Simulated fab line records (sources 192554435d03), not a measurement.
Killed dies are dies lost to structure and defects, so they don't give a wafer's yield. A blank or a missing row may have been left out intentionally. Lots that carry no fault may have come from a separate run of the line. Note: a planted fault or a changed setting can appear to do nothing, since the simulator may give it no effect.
A single fault, viewed from 3 desks || flow n5_finfet || what lay behind the numbers comes last; until then each desk has only its own

## METROLOGY DESK
What the gauges read, lot by lot, whatever tool the lot ran on: means of the sampled wafers that have a number. Any lot whose mean is over 4 standard deviations away from the usual mean is out of limits and marked OUT; that distance is given in the brackets. Of its 12 readings 7 are shown: those that lie furthest out on some lot.
Columns: A = cd_nm at N5_BEOL_M0_SAQP_CD_MEAS_14, usual 42.5 nm; B = M0_CORE_OVL at N5_BEOL_M0_SAQP_OVL_MEAS_15, usual 0.2 nm; C = DIBL_N at N5_BEOL_M4_RC_MEAS_101, usual 36.5 mV/V; D = DIBL_P at N5_BEOL_M4_RC_MEAS_101, usual 36.4 mV/V; E = IOFF_P at N5_BEOL_M4_RC_MEAS_101, usual 0.21 nA/um; F = SS_N at N5_BEOL_M4_RC_MEAS_101, usual 71.7 mV/dec; G = VT_P at N5_BEOL_M4_RC_MEAS_101, usual -251 mV
{"lot": "L125", "first seen here": "day 5 21:47", "A": 42.0, "B": 0.1, "C": 39.0, "D": 38.8, "E": 0.24, "F": 71.4, "G": -247}
{"lot": "L129", "first seen here": "day 6 20:14", "A": 42.7, "B": 0.6, "C": 38.1, "D": 38.1, "E": 0.26, "F": 72.0, "G": -249}
{"lot": "L131", "first seen here": "day 7 05:52", "A": 43.1, "B": -0.3, "C": 36.3, "D": 35.8, "E": 0.22, "F": 71.7, "G": -249}
{"lot": "L133", "first seen here": "day 7 17:28", "A": 42.4, "B": -0.1, "C": 38.6, "D": 39.2, "E": 0.23, "F": 72.3, "G": -249}
{"lot": "L144", "first seen here": "day 10 11:26", "A": 42.4, "B": -1.3, "C": 37.9, "D": 37.8, "E": 0.26, "F": 72.0, "G": -247}
{"lot": "L145", "first seen here": "day 10 12:09", "A": 42.2, "B": 0.8, "C": 36.9, "D": 38.1, "E": 0.20, "F": 72.5, "G": -252}
This desk's finding: nothing out of limits on any of the 6 lots.

## THE DEFECT DESK
For each lot, the counts of the inspections along the route, averaged over the sampled wafers that have a number. Any lot whose mean is over 4 standard deviations away from the usual mean is out of limits and marked OUT; that distance is given in the brackets.
Columns: A = raw_defect_count at N5_BEOL_M0_SAQP_INSPECT_16, usual 496
{"lot": "L125", "first seen here": "day 5 21:50", "A": 345}
{"lot": "L129", "first seen here": "day 6 20:17", "A": 431}
{"lot": "L131", "first seen here": "day 7 05:55", "A": 522}
{"lot": "L133", "first seen here": "day 7 17:31", "A": 490}
{"lot": "L144", "first seen here": "day 10 11:29", "A": 380}
{"lot": "L145", "first seen here": "day 10 12:13", "A": 632}
This desk's finding: nothing out of limits on any of the 6 lots.

## TOOL OWNER'S DESK, rie_diel-06
The tool's own readings at N5_BEOL_M0_SAQP_HM_OPEN_112 (chemistry CHF3/O2, target SiO2, stops on a-Si, target depth 12 nm, time 13.5 s): means of the sampled wafers that have a number, for each lot that ran on this tool. Any lot whose mean is over 4 standard deviations away from the usual mean is out of limits and marked OUT; that distance is given in the brackets.
Columns: A = drypump_motor_current_A at N5_BEOL_M0_SAQP_HM_OPEN_112, usual 5.6 A; B = oes_product_au at N5_BEOL_M0_SAQP_HM_OPEN_112, usual 0.50 a.u.; C = rf_vpp_V at N5_BEOL_M0_SAQP_HM_OPEN_112, usual 525 V; D = showerhead_plenum_p_Torr at N5_BEOL_M0_SAQP_HM_OPEN_112, usual 2.42 Torr; E = throttle_valve_pct at N5_BEOL_M0_SAQP_HM_OPEN_112, usual 18.86 %
{"lot": "L129", "first seen here": "day 6 20:31", "A": 5.5, "B": 0.50, "C": 528, "D": 2.45, "E": 18.98}
{"lot": "L133", "first seen here": "day 7 17:45", "A": 5.9, "B": 0.47, "C": 524, "D": 2.45, "E": 18.89}
{"lot": "L144", "first seen here": "day 10 11:43", "A": 6.1, "B": 0.44, "C": 526, "D": 2.43, "E": 18.87}
{"lot": "L145", "first seen here": "day 10 12:26", "A": 5.8, "B": 0.46, "C": 534, "D": 2.34, "E": 18.95}
This desk's finding: nothing out of limits on any of the 4 lots.

## PUT TOGETHER
Nothing out of limits was seen by the metrology desk.
The defect desk saw nothing out of limits.
The desk of the tool owner found nothing out of limits.

## WHAT THE SIMULATOR PUT IN
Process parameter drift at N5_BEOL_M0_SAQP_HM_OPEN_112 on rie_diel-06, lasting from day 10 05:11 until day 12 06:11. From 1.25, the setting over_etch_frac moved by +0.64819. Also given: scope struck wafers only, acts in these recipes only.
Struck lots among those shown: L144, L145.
